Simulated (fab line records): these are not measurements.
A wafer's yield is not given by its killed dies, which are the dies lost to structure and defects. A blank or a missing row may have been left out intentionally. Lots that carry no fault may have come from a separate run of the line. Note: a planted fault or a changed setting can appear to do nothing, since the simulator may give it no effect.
fab line records ; flow n5-finfet
record: lots: 5; wafers: 12; last-day: 17
route steps=1938 shown BEOL_M4@1099 BEOL_M5@1112 MIM_TOP@1838 PASSIVATION@1936
lots with no fault: from the same line, run without faults
start-h: the number of hours between the record's first day and the start of the first shown wafer of the lot ; wait-h: hours from the lot's prior step to this one ; " as in the row above ; L1.1+2: several wafers, shown together as one row ; - no value, or no start was given ; * or withheld: withheld ; < > ~ a bound
route shown NAME@n: a module of which the file shows steps, and the number in the route of the first ; usual: mean/standard deviation taken from wafers without a fault ; same: alike in all rows ; chamber/n: place in a boat ; sites: the reading at each site ; _std_site: standard deviation across them ; _edge_site: inner sites' mean taken away from outer sites' mean ; radius-mm: how far each site lies from the wafer's centre ; mask NAME#n: copy n ; behind: the tool/chamber that last shaped the wafer ; hold: why the lot went on hold/how many hours it stayed there/how the hold came to an end ; device: the n, p or np transistor that did not switch ; end of line: tests of these same wafers at the route's end ; a step with no rows: only its recipe ; killed: dies lost to structure and defects at the first sort, not the wafer's yield ; map: dies across one wafer; x = killed, . = not, _ = none there
set.NAME: the setting that was run; set.NAME@STEP: the one run at that earlier step ; model.NAME: the simulator's own value behind a step, which no gauge read
lots at some steps of the route; a table a step, a row a wafer
services: from which hour (start-h, from the record's first day; less than 0 if before it) a tool's chamber was out of use, for how many hours, and why
== steps ==
step: N5_BEOL_M4_ANNEAL_95
recipe: temp-c: 400; time-s: 240; ambient: vacuum
step: N5_BEOL_M4_SPUTTER_96
recipe: material: Cu; target-thk-a: 45; temp-c: -20; chamber-pressure-pa: 0.07; power-w: withheld; time-s: 8.29
step: N5_BEOL_M4_ECD_50
recipe: material: Cu; target-thk-a: 3000
step: N5_BEOL_M4_ANNEAL_51
recipe: temp-c: 225; time-s: 90; ambient: N2
step: N5_BEOL_M4_CMP_52
recipe: stop-on: SiOC; t-overpolish-s: 6.8; down-force-psi: 1; platen-rpm: 50; clearing-platen-down-force-psi: 1.5; clearing-platen-rpm: 50; post-cmp-clean: cu-alkaline; target-thk-nm: 40; clearing-platen-pad-velocity-m-s: 0.99484; pad-velocity-m-s: 0.99484
step: N5_BEOL_M4_PRE_CLEAN_60
recipe: gas: NH3/H2; time-s: 15; temp-c: *; rf-power-w: 300
step: N5_BEOL_M4_CO_CAP_55
recipe: material: Co; target-thk-a: 20; temp-c: 200; precursor: CCTBA/H2; pressure-torr: 30; time-s: 102.1
step: N5_BEOL_M4_PRE_CLEAN_56
recipe: gas: NH3; time-s: 15; temp-c: withheld; rf-power-w: 300
step: N5_BEOL_M4_DEP_57
recipe: material: SiCN; target-thk-a: 80; temp-c: withheld; precursor: 3MS/NH3; pressure-torr: 3; rf-w: 202; time-s: 14
step: N5_BEOL_M4_RC_MEAS_101
usual: DIBL_N: 36.0/1.7; DIBL_P: 35.8/2; IOFF_N: 0.15/0.03; IOFF_P: 0.20/0.037; ION_N: 670/12; ION_P: 460/7.2; SS_N: 71.5/0.68; SS_P: 73.2/0.65; VT_N: 250/3.1; VT_P: -251/3.4
lot.wafer;tool;chamber;start-h;wait-h;DIBL_N[mV/V];DIBL_P[mV/V];IOFF_N[nA/um];IOFF_P[nA/um];ION_N[uA/um];ION_P[uA/um];SS_N[mV/dec];SS_P[mV/dec];VT_N[mV];VT_P[mV]
L760.2;prober-02;0;200.98;0.2;34.7;36.2;0.13;0.17;664;452;71.1;73.1;253;-256
L760.5;prober-02;0;200.98;0.2;34.8;36.9;0.14;0.19;663;460;72.1;73.5;252;-254
L760.6;prober-02;0;200.98;0.2;33.4;33.6;0.12;0.16;665;456;70.5;72.8;254;-255
L769.2;prober-02;0;262.04;0.2;37.2;37.2;0.16;0.19;676;457;71.5;72.8;250;-254
L769.6;prober-02;0;262.04;0.2;36.4;36.4;0.15;0.19;678;463;72.2;73.1;248;-251
L771.1;prober-01;0;265.91;0.0;35.6;35.1;0.14;0.18;663;456;71.6;72.6;254;-253
L771.2;prober-01;0;265.91;0.0;35.8;35.0;0.15;0.17;677;455;70.8;73.5;250;-254
L772.1;prober-02;0;281.94;0.0;33.0;31.7;0.11;0.16;661;464;70.7;71.9;253;-251
L772.4;prober-02;0;281.94;0.0;34.2;32.2;0.12;0.16;659;452;70.9;72.3;256;-252
L775.2;prober-02;0;299.25;0.2;34.0;33.3;0.12;0.18;663;460;71.1;73.0;257;-253
L775.4;prober-02;0;299.25;0.2;37.0;36.0;0.17;0.21;681;465;71.7;72.9;249;-254
L775.6;prober-02;0;299.25;0.2;35.8;35.1;0.14;0.19;661;457;71.2;72.5;254;-254
step: N5_BEOL_M5_ILD_DEP_00
recipe: material: SiCOH_lowk; target-thk-a: 1406.4; temp-c: 300; precursor: DEMS/porogen; pressure-torr: 5; rf-w: 500; time-s: 25.9
step: N5_BEOL_M5_CURE_79
recipe: temp-c: 385; time-s: 240; ambient: He/Ar; material: SiCOH_lowk
step: N5_BEOL_M5_PECVD_70
recipe: material: SiO2; target-thk-a: 160; temp-c: 400; precursor: TEOS/O2; pressure-torr: 5.5; rf-w: 450; teos-flow-sccm: 53.8; gas: O2; flow-sccm: 3000; time-s: 18
step: N5_BEOL_M5_HM_DEP_02
recipe: material: TiN; target-thk-a: 200; temp-c: 25; chamber-pressure-pa: 0.49996
step: N5_BEOL_M5_COAT_59
recipe: resist: SOC; temp-c: 250; time-s: 60; spin-rpm: 1500; resist-thk-nm: 60
step: N5_BEOL_M5_COAT_60
recipe: resist: SiARC; temp-c: 220; time-s: 60; spin-rpm: 1500; resist-thk-nm: 12
step: N5_BEOL_M5_COAT_71
recipe: resist: underlayer; temp-c: 205; time-s: 60; spin-rpm: 1500; resist-thk-nm: 5
step: N5_BEOL_M5_COAT_05
recipe: resist: CAR-EUV; spin-rpm: 1500; resist-thk-nm: 30
step: N5_BEOL_M5_EBR_07
recipe: solvent: PGMEA; ebr-width-mm: 1.5
step: N5_BEOL_M5_SOFTBAKE_06
recipe: temp-c: 110; time-s: 60; resist: CAR-EUV
step: N5_BEOL_M5_EXPOSE_08
recipe: mask-id: M5; na: 0.33; source-shape: annular; sigma-inner: 0.4; sigma-outer: 0.8; polarization: unpolarized; target-cd-nm: 28; dose-mj: 35.75
step: N5_BEOL_M5_PEB_09
recipe: peb-temp-c: 100; peb-time-s: 60; resist: CAR-EUV
step: N5_BEOL_M5_DEVELOP_10
recipe: develop-time-s: 30; developer: TMAH; resist: CAR-EUV; rinse-liquid: surfactant-rinse; dry: air-spin; dev-temp-c: 23
step: N5_BEOL_M5_DESCUM_16
recipe: chemistry: O2; time-s: 7; source-power-w: 50; bias-power-w: 20; pressure-mtorr: 20; rf-frequency-hz: 2.712e+07; temp-c: 40; resist: CAR-EUV; o2-flow-sccm: 225
step: N5_BEOL_M5_ETCH_72
recipe: chemistry: N2/H2; target: underlayer; target-depth-a: 65; mask-material: CAR-EUV; time-s: 5.2; ion-energy-ev: 200; pressure-mtorr: 30; source-w: 840; bias-w: 150; n2-flow-sccm: 200; h2-flow-sccm: 200; ends: cleared
step: N5_BEOL_M5_ETCH_61
recipe: chemistry: CF4; target: SiARC; target-depth-a: 156; mask-material: CAR-EUV; time-s: 26; ion-energy-ev: 80; pressure-mtorr: 40; source-w: 545; bias-w: 36; Ar_flow_sccm: 100; cf4-flow-sccm: 100; ends: cleared
step: N5_BEOL_M5_ETCH_62
recipe: chemistry: N2/H2; target: SOC; target-depth-a: 750; overetch-a: 150; mask-material: SiARC; temp-c: 40; time-s: 112.5; ion-energy-ev: 200; pressure-mtorr: 30; source-w: 840; bias-w: 150; n2-flow-sccm: 200; h2-flow-sccm: 200
step: N5_BEOL_M5_STRIP_63
recipe: chemistry: N2/H2; temp-c: 40; n2-flow-sccm: 200; h2-flow-sccm: 200; rf-frequency-hz: 6e+07
step: N5_BEOL_M5_STRIP_73
recipe: chemistry: N2/H2; temp-c: 40; n2-flow-sccm: 200; h2-flow-sccm: 200; rf-frequency-hz: 6e+07
step: N5_BEOL_M5_STRIP_64
recipe: chemistry: CF4; resist: SiARC; power-w: 300; bias-power-w: 75; pressure-mtorr: 50; cf4-flow-sccm: 150; rf-frequency-hz: 6e+07
step: N5_BEOL_M5_HM_OPEN_17
recipe: chemistry: Cl2/BCl3; target-depth-a: 200; overetch-a: 60; target: TiN; mask-material: SOC; ion-energy-ev: 150; pressure-mtorr: 10; icp-w: 1000; bias-w: 126; Cl2_flow_sccm: 53.25; bcl3-flow-sccm: 21.75; Ar_flow_sccm: 25
step: N5_BEOL_M5_STRIP_19
recipe: chemistry: O2; power-w: 400; temp-c: 40; pressure-mtorr: 30; rf-frequency-hz: 6e+07; bias-power-w: 0; overash-fraction: 0.2; o2-flow-sccm: 225
step: N5_BEOL_M5_COAT_65
recipe: resist: SOC; temp-c: 250; time-s: 60; spin-rpm: 1500; resist-thk-nm: 60
step: N5_BEOL_M5_COAT_66
recipe: resist: SiARC; temp-c: 220; time-s: 60; spin-rpm: 1500; resist-thk-nm: 12
step: N5_MIM_TOP_SPUTTER_03
recipe: material: TiN; target-thk-a: 350; temp-c: 200; power-w: 3000; chamber-pressure-pa: 0.49996; gas: Ar; reactive-partial-pa: 0.37997; time-s: 89.7
usual: throttle-valve-pct: 29.8/1.1
lot.wafer;tool;chamber;start-h;wait-h;throttle-valve-pct;model.TiN_of_MIM_TOP_SPUTTER_03.thk-nm
L760.2;pvd-sputter-01;-;299.90;0.0;28.7;34.4
L760.5;pvd-sputter-01;-;299.90;0.0;28.7;34.8
L760.6;pvd-sputter-01;-;299.90;0.0;29.1;35
L771.1;pvd-sputter-01;-;360.01;0.0;28.8;41.2
L771.2;pvd-sputter-01;-;360.01;0.0;29.4;41.4
L769.2;pvd-sputter-01;-;360.97;0.0;28.8;41.2
L769.6;pvd-sputter-01;-;360.97;0.0;30.8;35
L772.1;pvd-sputter-01;-;382.10;0.0;29.1;41.4
L772.4;pvd-sputter-01;-;382.10;0.0;28.8;35.2
L775.2;pvd-sputter-02;-;393.41;0.0;29.1;34.6
L775.4;pvd-sputter-02;-;393.41;0.0;30.3;35.2
L775.6;pvd-sputter-02;-;393.41;0.0;30.2;35.2
step: N5_PASSIVATION_PROBE_49
usual: defect-limited-yield: 91.4/1.5; killed_at_M0_to_M3: 32/9.8; killed_at_M4_up: 15/5.6; killed-at-contacts: 12/5.4; killed-at-front-end: 40/13; killed-at-other: 3.0/2.1; killed-dies: 102/17; killed-on-rim: 14/4.4; killed-open: 67/13; killed-short: 32/7.1; sort_bin_5_function: 5.1/0.96; sort_bin_6_memory: 3.2/0.7; sort-n-pass: 1078/18; sort-yield-pct: 91.3/1.5
same: gross-dies: 1180; killed-at-back-side: 0; sort_bin_4_leakage[%]: 0; sort_bin_8_speed[%]: 0
lot.wafer;tool;chamber;start-h;wait-h;defect-limited-yield[%];killed_at_M0_to_M3;killed_at_M4_up;killed-at-contacts;killed-at-front-end;killed-at-other;killed-dies;killed-on-rim;killed-open;killed-short;sort_bin_5_function[%];sort_bin_6_memory[%];sort-n-pass;sort-yield-pct[%]
L760.2;prober-02;-;313.03;0.1;93.0;31;7;12;26;7;83;10;57;25;3.9;2.9;1097;93.0
L760.5;prober-02;-;313.18;0.2;93.7;32;11;12;18;1;74;5;49;25;4.0;2.1;1106;93.7
L760.6;prober-02;-;313.23;0.3;92.8;25;17;17;23;3;85;9;60;24;4.6;2.3;1095;92.8
L771.1;prober-02;-;369.80;0.0;0;38;9;22;42;1069;1180;152;74;38;5.3;4.2;0;0
L771.2;prober-02;-;369.85;0.1;0;39;16;7;60;1058;1180;152;85;38;6.0;4.3;0;0
L769.2;prober-01;-;375.76;0.1;0;39;13;7;49;1072;1180;152;65;40;5.8;3.3;0;0
L769.6;prober-01;-;375.96;0.3;91.4;29;22;12;37;1;101;13;72;28;4.6;3.4;1079;91.4
L772.1;prober-02;-;393.83;0.0;0;31;13;13;26;1097;1180;152;60;23;4.1;2.8;0;0
L775.2;prober-01;-;404.06;0.1;92.3;22;20;9;39;1;91;21;56;29;4.2;3.1;1089;92.3
L775.4;prober-01;-;404.16;0.2;91.0;36;17;17;33;3;106;16;81;24;4.9;3.8;1074;91.0
L775.6;prober-01;-;404.26;0.3;90.7;43;14;12;37;4;110;14;68;39;5.5;3.3;1070;90.7
killed by level:class
L760.2 MOL_CONTACT_COAG:geometric-particle:open=10 BEOL_M0_SAQP:geometric-particle:open=10 BEOL_M4:geometric-particle:open=5 BEOL_M1:geometric-particle:open=5 BEOL_M0_SAQP:geometric-particle:short=4 BEOL_M2:geometric-particle:open=4 STARTING-WAFER:geometric-particle:open=4 STI_FIN_REVEAL:geometric-particle:open=3
L760.5 MOL_CONTACT_COAG:geometric-particle:open=9 BEOL_M0_SAQP:geometric-particle:short=9 BEOL_M3:geometric-particle:open=8 BEOL_M4:geometric-particle:open=6 STI_FIN_REVEAL:geometric-particle:open=4 BEOL_M0_SAQP:geometric-particle:open=4 BEOL_M0:geometric-particle:short=4 FIN_SAQP:geometric-particle:open=3
L760.6 MOL_CONTACT_COAG:geometric-particle:open=15 BEOL_M4:geometric-particle:open=9 FIN_SAQP:geometric-particle:open=5 BEOL_M1:geometric-particle:open=5 BEOL_M0:geometric-particle:open=4 BEOL_M3:geometric-particle:open=4 FIN_SAQP:geometric-particle:short=3 GATE_CUT:geometric-particle:short=3
L771.1 MIM_TOP:area-sputter=1067 MOL_CONTACT_COAG:geometric-particle:open=18 STI_FIN_REVEAL:geometric-particle:open=14 BEOL_M0_SAQP:geometric-particle:open=11 BEOL_M0_SAQP:geometric-particle:short=11 FIN_SAQP:geometric-particle:short=10 BEOL_M1:geometric-particle:open=6 FIN_SAQP:geometric-particle:open=5
L771.2 MIM_TOP:area-sputter=1054 STI_FIN_REVEAL:geometric-particle:open=23 BEOL_M0_SAQP:geometric-particle:open=10 FIN_SAQP:geometric-particle:open=9 BEOL_M2:geometric-particle:open=9 STI_FIN_REVEAL:geometric-particle:short=7 BEOL_M0_SAQP:geometric-particle:short=7 FIN_SAQP:geometric-particle:short=6
L769.2 MIM_TOP:area-sputter=1072 BEOL_M3:geometric-particle:open=12 FIN_SAQP:geometric-particle:short=10 BEOL_M0_SAQP:geometric-particle:open=9 FIN_SAQP:geometric-particle:open=7 STI_FIN_REVEAL:geometric-particle:open=7 MOL_CONTACT_COAG:geometric-particle:open=7 BEOL_M0_SAQP:geometric-particle:short=7
L769.6 BEOL_M4:geometric-particle:open=14 MOL_CONTACT_COAG:geometric-particle:open=11 STI_FIN_REVEAL:geometric-particle:open=9 BEOL_M0_SAQP:geometric-particle:open=8 FIN_SAQP:geometric-particle:open=7 FIN_SAQP:geometric-particle:short=7 BEOL_M0_SAQP:geometric-particle:short=7 BEOL_M3:geometric-particle:open=5
L772.1 MIM_TOP:area-sputter=1094 BEOL_M2:geometric-particle:open=13 MOL_CONTACT_COAG:geometric-particle:open=8 STI_FIN_REVEAL:geometric-particle:open=6 BEOL_M1:geometric-particle:open=6 MOL_CONTACT_COAG:geometric-particle:short=5 ILD0:geometric-particle:open=4 BEOL_M5:geometric-particle:open=4
L775.2 BEOL_M4:geometric-particle:open=9 MOL_CONTACT_COAG:geometric-particle:open=8 STARTING-WAFER:geometric-particle:open=6 FIN_SAQP:geometric-particle:open=5 DUMMY_GATE:geometric-particle:open=5 BEOL_M0_SAQP:geometric-particle:short=5 BEOL_M3:geometric-particle:open=5 BEOL_M4:geometric-particle:short=5
L775.4 BEOL_M0_SAQP:geometric-particle:open=16 MOL_CONTACT_COAG:geometric-particle:open=16 STI_FIN_REVEAL:geometric-particle:open=11 DUMMY_GATE:geometric-particle:open=6 BEOL_M4:geometric-particle:open=6 BEOL_M2:geometric-particle:open=5 BEOL_M0:geometric-particle:open=5 BEOL_M5:geometric-particle:open=4
L775.6 BEOL_M0_SAQP:geometric-particle:short=12 FIN_SAQP:geometric-particle:short=11 BEOL_M0_SAQP:geometric-particle:open=9 FIN_SAQP:geometric-particle:open=8 MOL_CONTACT_COAG:geometric-particle:open=8 BEOL_M3:geometric-particle:open=8 BEOL_M2:geometric-particle:open=7 BEOL_M4:geometric-particle:open=6
map L769.2 (x killed, . not)
_________________xxxxxxxxxxxx________________
______________xxxxxxxxxxxxxxxxxx_____________
___________xxxxxxxxxxxxxxxxxxxxxxxx__________
__________xxxxxxxxxxxxxxxxxxxxxxxxxx_________
________xxxxxxxxxxxxxxxxxxxxxxxxxxxxxx_______
_______xxxxxxxxxxxxxxxxxxxxxxxxxxxxxxxx______
______xxxxxxxxxxxxxxxxxxxxxxxxxxxxxxxxxx_____
_____xxxxxxxxxxxxxxxxxxxxxxxxxxxxxxxxxxxx____
____xxxxxxxxxxxxxxxxxxxxxxxxxxxxxxxxxxxxxx___
___xxxxxxxxxxxxxxxxxxxxxxxxxxxxxxxxxxxxxxxx__
___xxxxxxxxxxxxxxxxxxxxxxxxxxxxxxxxxxxxxxxx__
__xxxxxxxxxxxxxxxxxxxxxxxxxxxxxxxxxxxxxxxxxx_
__xxxxxxxxxxxxxxxxxxxxxxxxxxxxxxxxxxxxxxxxxx_
_xxxxxxxxxxxxxxxxxxxxxxxxxxxxxxxxxxxxxxxxxxxx
_xxxxxxxxxxxxxxxxxxxxxxxxxxxxxxxxxxxxxxxxxxxx
_xxxxxxxxxxxxxxxxxxxxxxxxxxxxxxxxxxxxxxxxxxxx
_xxxxxxxxxxxxxxxxxxxxxxxxxxxxxxxxxxxxxxxxxxxx
_xxxxxxxxxxxxxxxxxxxxxxxxxxxxxxxxxxxxxxxxxxxx
_xxxxxxxxxxxxxxxxxxxxxxxxxxxxxxxxxxxxxxxxxxxx
_xxxxxxxxxxxxxxxxxxxxxxxxxxxxxxxxxxxxxxxxxxxx
_xxxxxxxxxxxxxxxxxxxxxxxxxxxxxxxxxxxxxxxxxxxx
__xxxxxxxxxxxxxxxxxxxxxxxxxxxxxxxxxxxxxxxxxx_
__xxxxxxxxxxxxxxxxxxxxxxxxxxxxxxxxxxxxxxxxxx_
___xxxxxxxxxxxxxxxxxxxxxxxxxxxxxxxxxxxxxxxx__
___xxxxxxxxxxxxxxxxxxxxxxxxxxxxxxxxxxxxxxxx__
____xxxxxxxxxxxxxxxxxxxxxxxxxxxxxxxxxxxxxx___
_____xxxxxxxxxxxxxxxxxxxxxxxxxxxxxxxxxxxx____
______xxxxxxxxxxxxxxxxxxxxxxxxxxxxxxxxxx_____
_______xxxxxxxxxxxxxxxxxxxxxxxxxxxxxxxx______
________xxxxxxxxxxxxxxxxxxxxxxxxxxxxxx_______
__________xxxxxxxxxxxxxxxxxxxxxxxxxx_________
___________xxxxxxxxxxxxxxxxxxxxxxxx__________
______________xxxxxxxxxxxxxxxxxx_____________
_________________xxxxxxxxxxxx________________
map L771.1 (x killed, . not)
_________________xxxxxxxxxxxx________________
______________xxxxxxxxxxxxxxxxxx_____________
___________xxxxxxxxxxxxxxxxxxxxxxxx__________
__________xxxxxxxxxxxxxxxxxxxxxxxxxx_________
________xxxxxxxxxxxxxxxxxxxxxxxxxxxxxx_______
_______xxxxxxxxxxxxxxxxxxxxxxxxxxxxxxxx______
______xxxxxxxxxxxxxxxxxxxxxxxxxxxxxxxxxx_____
_____xxxxxxxxxxxxxxxxxxxxxxxxxxxxxxxxxxxx____
____xxxxxxxxxxxxxxxxxxxxxxxxxxxxxxxxxxxxxx___
___xxxxxxxxxxxxxxxxxxxxxxxxxxxxxxxxxxxxxxxx__
___xxxxxxxxxxxxxxxxxxxxxxxxxxxxxxxxxxxxxxxx__
__xxxxxxxxxxxxxxxxxxxxxxxxxxxxxxxxxxxxxxxxxx_
__xxxxxxxxxxxxxxxxxxxxxxxxxxxxxxxxxxxxxxxxxx_
_xxxxxxxxxxxxxxxxxxxxxxxxxxxxxxxxxxxxxxxxxxxx
_xxxxxxxxxxxxxxxxxxxxxxxxxxxxxxxxxxxxxxxxxxxx
_xxxxxxxxxxxxxxxxxxxxxxxxxxxxxxxxxxxxxxxxxxxx
_xxxxxxxxxxxxxxxxxxxxxxxxxxxxxxxxxxxxxxxxxxxx
_xxxxxxxxxxxxxxxxxxxxxxxxxxxxxxxxxxxxxxxxxxxx
_xxxxxxxxxxxxxxxxxxxxxxxxxxxxxxxxxxxxxxxxxxxx
_xxxxxxxxxxxxxxxxxxxxxxxxxxxxxxxxxxxxxxxxxxxx
_xxxxxxxxxxxxxxxxxxxxxxxxxxxxxxxxxxxxxxxxxxxx
__xxxxxxxxxxxxxxxxxxxxxxxxxxxxxxxxxxxxxxxxxx_
__xxxxxxxxxxxxxxxxxxxxxxxxxxxxxxxxxxxxxxxxxx_
___xxxxxxxxxxxxxxxxxxxxxxxxxxxxxxxxxxxxxxxx__
___xxxxxxxxxxxxxxxxxxxxxxxxxxxxxxxxxxxxxxxx__
____xxxxxxxxxxxxxxxxxxxxxxxxxxxxxxxxxxxxxx___
_____xxxxxxxxxxxxxxxxxxxxxxxxxxxxxxxxxxxx____
______xxxxxxxxxxxxxxxxxxxxxxxxxxxxxxxxxx_____
_______xxxxxxxxxxxxxxxxxxxxxxxxxxxxxxxx______
________xxxxxxxxxxxxxxxxxxxxxxxxxxxxxx_______
__________xxxxxxxxxxxxxxxxxxxxxxxxxx_________
___________xxxxxxxxxxxxxxxxxxxxxxxx__________
______________xxxxxxxxxxxxxxxxxx_____________
_________________xxxxxxxxxxxx________________
== services ==
tool;chamber;start-h;hours;kind
pvd-sputter-02;-;322.06;8.6;repair
pvd-sputter-02;-;354.74;5.9;repair
== key ==
first-sign: step: N5_PASSIVATION_PROBE_49; reading: killed-at-other; direction: up; sigmas: 99+; usual: 3.0; struck: 1074
effect: step: N5_PASSIVATION_PROBE_49; reading: defect-limited-yield; direction: down; sigmas: 62; usual: 91.4; struck: 0
model-effect: step: N5_MIM_TOP_SPUTTER_03; value: TiN_of_MIM_TOP_SPUTTER_03.thk-nm; without: 34.85; struck: 41.3
more-kills-born-at: N5_MIM_TOP_SPUTTER_03@pvd-sputter-01: 4287
met-at N5_MIM_TOP_SPUTTER_03
struck-wafers L769.2,L771.1,L771.2,L772.1
later-rows-left-out L769.2,L771.1,L771.2,L772.1
onset-between 299.90 360.01
fault: kind: process-parameter-drift; tool: pvd-sputter-01; chamber: -; onset-h: 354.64; steps: N5_MIM_TOP_SPUTTER_03; channel: time-s; offset: *; shape: step; end-h: 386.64; scope: struck-wafers-only; acts-in: *; stated: *
later-rows-left-out: the simulator's readings of these wafers behind a module that went badly wrong aren't trusted and aren't shown, but for the sort
